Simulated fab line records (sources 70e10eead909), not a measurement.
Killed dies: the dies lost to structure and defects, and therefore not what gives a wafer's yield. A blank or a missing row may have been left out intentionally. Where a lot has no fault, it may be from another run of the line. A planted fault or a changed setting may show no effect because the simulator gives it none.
The tool behind it: which one? | flow nand_harc | Sampling: 24 lots, 72 wafers, 6 of 1159 route steps

WHAT THE GAUGES READ, wafer by wafer
NHARC_P_M0_CD_MEAS_09 targets a cd of 90 nm. Usual: cd_nm 90.1 nm, standard deviation 0.5.
lot  | measured     | on        | cd_nm (nm)     | flag
L075 | day 5 19:44  | cd_sem-03 | 90.5 90.9 91.1 |
L074 | day 6 01:31  | cd_sem-03 | 90.3 90.1 89.8 |
L077 | day 6 12:42  | cd_sem-03 | 89.4 90.1 90.1 |
L076 | day 6 13:14  | cd_sem-02 | 90.2 90.4 90.8 |
L078 | day 6 17:58  | cd_sem-02 | 89.9 89.9 89.4 |
L079 | day 6 19:53  | cd_sem-03 | 89.8 91.1 90.5 |
L080 | day 7 15:02  | cd_sem-02 | 89.5 89.0 89.7 |
L081 | day 7 15:34  | cd_sem-02 | 89.8 90.8 90.7 |
L082 | day 7 19:49  | cd_sem-03 | 90.1 90.4 90.4 |
L083 | day 8 04:49  | cd_sem-01 | 90.3 90.8 89.6 |
L084 | day 8 10:17  | cd_sem-01 | 89.7 91.0 89.9 |
L086 | day 9 03:11  | cd_sem-01 | 90.2 90.0 90.0 |
L085 | day 9 03:35  | cd_sem-03 | 90.5 89.4 89.7 |
L088 | day 9 04:14  | cd_sem-03 | 90.2 90.3 90.5 |
L087 | day 9 05:21  | cd_sem-02 | 89.5 90.1 89.5 |
L089 | day 9 12:14  | cd_sem-01 | 90.4 90.4 90.1 |
L090 | day 9 13:39  | cd_sem-02 | 89.5 89.7 90.0 |
L092 | day 10 09:35 | cd_sem-02 | 90.8 90.1 90.4 |
L091 | day 10 10:01 | cd_sem-01 | 90.3 90.8 90.5 |
L093 | day 10 11:42 | cd_sem-03 | 90.4 90.0 88.9 |
L094 | day 10 19:36 | cd_sem-03 | 90.7 90.6 90.4 |
L095 | day 11 02:32 | cd_sem-03 | 89.9 89.9 89.9 |
L097 | day 11 06:07 | cd_sem-02 | 89.2 89.6 89.9 |
L096 | day 11 06:26 | cd_sem-02 | 90.0 90.1 89.5 |

NHARC_P_M0_INSPECT_11. Usual: raw_defect_count 4.0, standard deviation 2.3.
lot  | measured     | on                | raw_defect_count | flag
L075 | day 5 19:51  | defect_inspect-02 | 3 2 3            |
L074 | day 6 01:38  | defect_inspect-01 | 5 4 6            |
L077 | day 6 12:49  | defect_inspect-02 | 2 4 8            |
L076 | day 6 13:22  | defect_inspect-02 | 7 5 4            |
L078 | day 6 18:05  | defect_inspect-02 | 5 7 1            |
L079 | day 6 20:01  | defect_inspect-01 | 9 11 6           |
L080 | day 7 15:10  | defect_inspect-01 | 1 3 4            |
L081 | day 7 15:41  | defect_inspect-01 | 3 2 4            |
L082 | day 7 19:56  | defect_inspect-02 | 5 3 4            |
L083 | day 8 04:56  | defect_inspect-01 | 1 4 3            |
L084 | day 8 10:25  | defect_inspect-01 | 5 7 2            |
L086 | day 9 03:18  | defect_inspect-01 | 3 4 5            |
L085 | day 9 03:43  | defect_inspect-01 | 2 2 0            |
L088 | day 9 04:22  | defect_inspect-01 | 4 6 2            |
L087 | day 9 05:28  | defect_inspect-02 | 2 3 4            |
L089 | day 9 12:22  | defect_inspect-02 | 5 6 2            |
L090 | day 9 13:46  | defect_inspect-01 | 3 1 2            |
L092 | day 10 09:42 | defect_inspect-02 | 2 3 3            |
L091 | day 10 10:08 | defect_inspect-01 | 2 3 4            |
L093 | day 10 11:49 | defect_inspect-02 | 9 6 7            |
L094 | day 10 19:43 | defect_inspect-02 | 0 3 2            |
L095 | day 11 02:39 | defect_inspect-02 | 5 8 4            |
L097 | day 11 06:14 | defect_inspect-01 | 7 7 5            |
L096 | day 11 06:35 | defect_inspect-02 | 5 1 3            |

NHARC_P_M0_CD_MEAS_16. Usual: cd_nm 89.9 nm, standard deviation 0.59.
lot  | measured     | on        | cd_nm (nm)     | flag
L075 | day 5 20:13  | cd_sem-02 | 89.7 90.6 90.8 |
L074 | day 6 02:00  | cd_sem-01 | 88.9 89.6 89.0 |
L077 | day 6 13:11  | cd_sem-03 | 89.5 90.5 90.0 |
L076 | day 6 13:43  | cd_sem-01 | 90.3 90.3 90.2 |
L078 | day 6 18:27  | cd_sem-01 | 89.7 89.8 89.4 |
L079 | day 6 20:22  | cd_sem-03 | 89.8 91.0 90.6 |
L080 | day 7 15:32  | cd_sem-03 | 89.2 88.8 88.8 |
L081 | day 7 16:03  | cd_sem-01 | 90.2 90.7 91.1 |
L082 | day 7 20:18  | cd_sem-02 | 90.1 90.1 89.8 |
L083 | day 8 05:18  | cd_sem-03 | 90.4 90.4 89.7 |
L084 | day 8 10:47  | cd_sem-02 | 89.2 90.5 90.6 |
L086 | day 9 03:40  | cd_sem-01 | 90.3 89.9 89.9 |
L085 | day 9 04:04  | cd_sem-01 | 90.3 89.2 90.2 |
L088 | day 9 04:44  | cd_sem-01 | 90.5 89.5 90.2 |
L087 | day 9 05:50  | cd_sem-02 | 89.6 89.4 89.4 |
L089 | day 9 12:43  | cd_sem-03 | 89.6 90.4 90.2 |
L090 | day 9 14:08  | cd_sem-02 | 89.1 88.8 89.7 |
L092 | day 10 10:04 | cd_sem-03 | 90.5 90.4 90.5 |
L091 | day 10 10:30 | cd_sem-02 | 89.9 90.7 90.7 |
L093 | day 10 12:11 | cd_sem-03 | 89.8 89.9 89.6 |
L094 | day 10 20:08 | cd_sem-01 | 90.7 90.4 89.9 |
L095 | day 11 03:01 | cd_sem-02 | 90.2 90.0 90.3 |
L097 | day 11 06:36 | cd_sem-01 | 88.9 90.4 89.7 |
L096 | day 11 06:59 | cd_sem-01 | 89.5 90.1 89.0 |

NHARC_P_M0_INSPECT_27. Usual: raw_defect_count 286, standard deviation 92.
lot  | measured     | on                | raw_defect_count | flag
L075 | day 5 22:56  | defect_inspect-02 | 228 282 555      |
L074 | day 6 04:17  | defect_inspect-02 | 392 252 258      |
L077 | day 6 15:21  | defect_inspect-01 | 217 271 303      |
L076 | day 6 15:56  | defect_inspect-02 | 376 213 134      |
L078 | day 6 20:38  | defect_inspect-01 | 491 413 379      |
L079 | day 6 22:34  | defect_inspect-01 | 246 228 380      |
L080 | day 7 17:42  | defect_inspect-01 | 190 214 257      |
L081 | day 7 18:13  | defect_inspect-02 | 188 201 174      |
L082 | day 7 22:47  | defect_inspect-02 | 281 432 232      |
L083 | day 8 07:28  | defect_inspect-01 | 194 132 280      |
L084 | day 8 12:59  | defect_inspect-01 | 372 269 177      |
L086 | day 9 05:50  | defect_inspect-01 | 195 201 342      |
L085 | day 9 06:14  | defect_inspect-02 | 170 372 224      |
L088 | day 9 06:56  | defect_inspect-01 | 305 181 271      |
L087 | day 9 08:08  | defect_inspect-02 | 329 290 288      |
L089 | day 9 14:55  | defect_inspect-01 | 338 357 248      |
L090 | day 9 16:19  | defect_inspect-01 | 295 559 411      |
L092 | day 10 12:14 | defect_inspect-02 | 440 243 192      |
L091 | day 10 12:41 | defect_inspect-02 | 280 305 467      |
L093 | day 10 14:20 | defect_inspect-01 | 457 310 397      |
L094 | day 10 22:17 | defect_inspect-02 | 241 341 229      |
L095 | day 11 05:11 | defect_inspect-01 | 302 165 125      |
L097 | day 11 08:46 | defect_inspect-02 | 224 250 282      |
L096 | day 11 09:10 | defect_inspect-02 | 162 301 161      |

EACH LOT AND THE TOOL THAT RAN IT (in order: tool; ch and the chambers of the sampled wafers; start)
lot  | NHARC_P_GATE_STRIP_75                | NHARC_P_CONTACT_ETCH_35
L075 | plasma_asher-02 ch 0,1, day 5 06:31  | rie_diel-04 ch 1,2,3, day 5 15:18
L074 | plasma_asher-02 ch 0,1, day 5 09:04  | rie_diel-13 ch 0,1,3, day 5 16:54
L077 | plasma_asher-01 ch 0,1, day 5 19:35  | rie_diel-09 ch 1,2, day 6 03:27
L076 | plasma_asher-02 ch 0,1, day 5 19:58  | rie_diel-04 ch 1,2, day 6 03:45
L078 | plasma_asher-02 ch 1, day 6 06:17    | rie_diel-04 ch 2,3, day 6 13:52
L079 | plasma_asher-02 ch 0,1, day 6 07:53  | rie_diel-04 ch 1,2,3, day 6 15:49
L080 | plasma_asher-02 ch 0,1, day 6 23:40  | rie_diel-04 ch 1,2,3, day 7 07:50
L081 | plasma_asher-01 ch 0,1, day 7 01:19  | rie_diel-04 ch 0,2,3, day 7 08:58
L082 | plasma_asher-01 ch 0,1, day 7 07:41  | rie_diel-04 ch 1,2,3, day 7 15:39
L083 | plasma_asher-02 ch 0,1, day 7 14:21  | rie_diel-13 ch 0,1,2, day 7 21:54
L084 | plasma_asher-01 ch 1, day 7 19:48    | rie_diel-13 ch 1,3, day 8 06:21
L086 | plasma_asher-02 ch 0,1, day 8 11:05  | rie_diel-04 ch 0,1,2, day 8 18:53
L085 | plasma_asher-02 ch 0,1, day 8 11:56  | rie_diel-13 ch 0,2,3, day 8 19:49
L088 | plasma_asher-01 ch 0,1, day 8 12:08  | rie_diel-13 ch 0,3, day 8 21:11
L087 | plasma_asher-01 ch 0,1, day 8 17:48  | rie_diel-13 ch 0,1,2, day 9 01:19
L089 | plasma_asher-02 ch 0,1, day 9 00:47  | rie_diel-04 ch 1,2,3, day 9 08:16
L090 | plasma_asher-02 ch 0,1, day 9 01:19  | rie_diel-04 ch 0,1,3, day 9 09:44
L092 | plasma_asher-02 ch 0,1, day 9 14:14  | rie_diel-13 ch 2,3, day 9 22:00
L091 | plasma_asher-02 ch 0,1, day 9 14:38  | rie_diel-04 ch 1,2,3, day 9 22:32
L093 | plasma_asher-02 ch 0,1, day 9 19:06  | rie_diel-09 ch 1,2, day 10 02:43
L094 | plasma_asher-02 ch 0,1, day 10 05:40 | rie_diel-13 ch 0,2,3, day 10 13:17
L095 | plasma_asher-02 ch 0,1, day 10 10:31 | rie_diel-04 ch 0,1,2, day 10 18:02
L097 | plasma_asher-02 ch 0,1, day 10 18:39 | rie_diel-04 ch 1,2,3, day 11 02:11
L096 | plasma_asher-01 ch 0,1, day 10 18:53 | rie_diel-13 ch 0,2,3, day 11 02:32
- NHARC_P_GATE_STRIP_75: strips in O2.
- NHARC_P_CONTACT_ETCH_35: etches the open film in CF4, target depth 39 nm, time 65 s.

AS READ BY THE TOOLS THEMSELVES (means over the sampled wafers that have a number; for cases with no such wafer, the mark the record gives instead)
NHARC_P_GATE_STRIP_75. Usual: drypump_motor_current_A 5.55 A, standard deviation 0.13; heater_power_w 309 W, standard deviation 26; rf_refl_power_W 30 W, standard deviation 7.1.
lot  | tool            | drypump_motor_current_A (A) | heater_power_w (W) | rf_refl_power_W (W) | flag
L075 | plasma_asher-02 | 5.45                        | 304                | 33                  |
L074 | plasma_asher-02 | 5.48                        | 298                | 34                  |
L077 | plasma_asher-01 | 5.67                        | 349                | 28                  |
L076 | plasma_asher-02 | 5.47                        | 302                | 35                  |
L078 | plasma_asher-02 | 5.46                        | 316                | 40                  |
L079 | plasma_asher-02 | 5.51                        | 293                | 30                  |
L080 | plasma_asher-02 | 5.52                        | 295                | 28                  |
L081 | plasma_asher-01 | 5.76                        | 330                | 29                  |
L082 | plasma_asher-01 | 5.75                        | 335                | 29                  |
L083 | plasma_asher-02 | 5.49                        | 293                | 29                  |
L084 | plasma_asher-01 | 5.84                        | 319                | 31                  |
L086 | plasma_asher-02 | 5.46                        | 290                | 29                  |
L085 | plasma_asher-02 | 5.47                        | 304                | 34                  |
L088 | plasma_asher-01 | 5.67                        | 346                | 27                  |
L087 | plasma_asher-01 | 5.77                        | 335                | 29                  |
L089 | plasma_asher-02 | 5.48                        | 293                | 28                  |
L090 | plasma_asher-02 | 5.48                        | 304                | 31                  |
L092 | plasma_asher-02 | 5.52                        | 293                | 28                  |
L091 | plasma_asher-02 | 5.46                        | 298                | 35                  |
L093 | plasma_asher-02 | 5.44                        | 299                | 34                  |
L094 | plasma_asher-02 | 5.47                        | 287                | 29                  |
L095 | plasma_asher-02 | 5.50                        | 294                | 28                  |
L097 | plasma_asher-02 | 5.51                        | 290                | 29                  |
L096 | plasma_asher-01 | 5.67                        | 346                | 28                  |

NHARC_P_CONTACT_ETCH_35. Usual: drypump_motor_current_A 5.5 A, standard deviation 0.42; oes_product_au 0.999 a.u., standard deviation 0.0069; rf_vpp_V 151.2 V, standard deviation 1.1; showerhead_plenum_p_Torr 1.77 Torr, standard deviation 0.06; throttle_valve_pct 13.285 %, standard deviation 0.0086.
lot  | tool        | drypump_motor_current_A (A) | oes_product_au (a.u.) | rf_vpp_V (V) | showerhead_plenum_p_Torr (Torr) | throttle_valve_pct (%) | flag
L075 | rie_diel-04 | 5.7                         | 1.000                 | 150.8        | 1.76                            | 13.285                 |
L074 | rie_diel-13 | 5.7                         | 1.001                 | 151.9        | 1.81                            | 13.277                 |
L077 | rie_diel-09 | 4.9                         | 0.999                 | 151.3        | 1.77                            | 13.291                 |
L076 | rie_diel-04 | 5.3                         | 0.989                 | 151.9        | 1.80                            | 13.283                 |
L078 | rie_diel-04 | 6.0                         | 1.004                 | 150.6        | 1.71                            | 13.285                 |
L079 | rie_diel-04 | 5.7                         | 0.999                 | 151.6        | 1.76                            | 13.284                 |
L080 | rie_diel-04 | 5.7                         | 1.001                 | 151.3        | 1.76                            | 13.286                 |
L081 | rie_diel-04 | 5.8                         | 1.005                 | 151.1        | 1.75                            | 13.275                 |
L082 | rie_diel-04 | 5.7                         | 1.000                 | 151.9        | 1.76                            | 13.287                 |
L083 | rie_diel-13 | 5.5                         | 0.994                 | 151.5        | 1.77                            | 13.281                 |
L084 | rie_diel-13 | 5.9                         | 0.992                 | 150.7        | 1.80                            | 13.290                 |
L086 | rie_diel-04 | 5.4                         | 0.999                 | 152.1        | 1.80                            | 13.290                 |
L085 | rie_diel-13 | 5.6                         | 1.004                 | 151.6        | 1.77                            | 13.284                 |
L088 | rie_diel-13 | 5.8                         | 0.997                 | 151.7        | 1.81                            | 13.289                 |
L087 | rie_diel-13 | 5.5                         | 0.992                 | 150.4        | 1.77                            | 13.283                 |
L089 | rie_diel-04 | 5.7                         | 1.002                 | 151.7        | 1.76                            | 13.287                 |
L090 | rie_diel-04 | 5.4                         | 1.002                 | 151.1        | 1.74                            | 13.282                 |
L092 | rie_diel-13 | 5.5                         | 0.997                 | 151.1        | 1.73                            | 13.290                 |
L091 | rie_diel-04 | 5.7                         | 0.997                 | 151.6        | 1.76                            | 13.290                 |
L093 | rie_diel-09 | 4.9                         | 0.995                 | 151.6        | 1.76                            | 13.289                 |
L094 | rie_diel-13 | 5.6                         | 0.999                 | 151.6        | 1.77                            | 13.292                 |
L095 | rie_diel-04 | 5.4                         | 0.996                 | 150.1        | 1.80                            | 13.282                 |
L097 | rie_diel-04 | 5.7                         | 1.009                 | 151.2        | 1.76                            | 13.286                 |
L096 | rie_diel-13 | 5.6                         | 1.007                 | 151.1        | 1.77                            | 13.285                 |

THE ANSWER, worked out from the rows above alone
Rule: a lot counts as off when the mean over its wafers that have a number is more than 3 standard deviations away from the usual mean. Also off: a lot with no number at a reading for which 4 or more lots have one. Where the step has rows for the other lots, those lots are counted as sound. Order of review: gauges by route order, followed by the tools' own readings, for which a lot's mean as printed above is used. The first step at which some lot is off is used, and at that step the reading that is off furthest; a lot without a number counts as furthest.
Nothing can be told from this: no lot is off at any reading shown.

WHAT HAD BEEN PUT IN BY THE SIMULATOR
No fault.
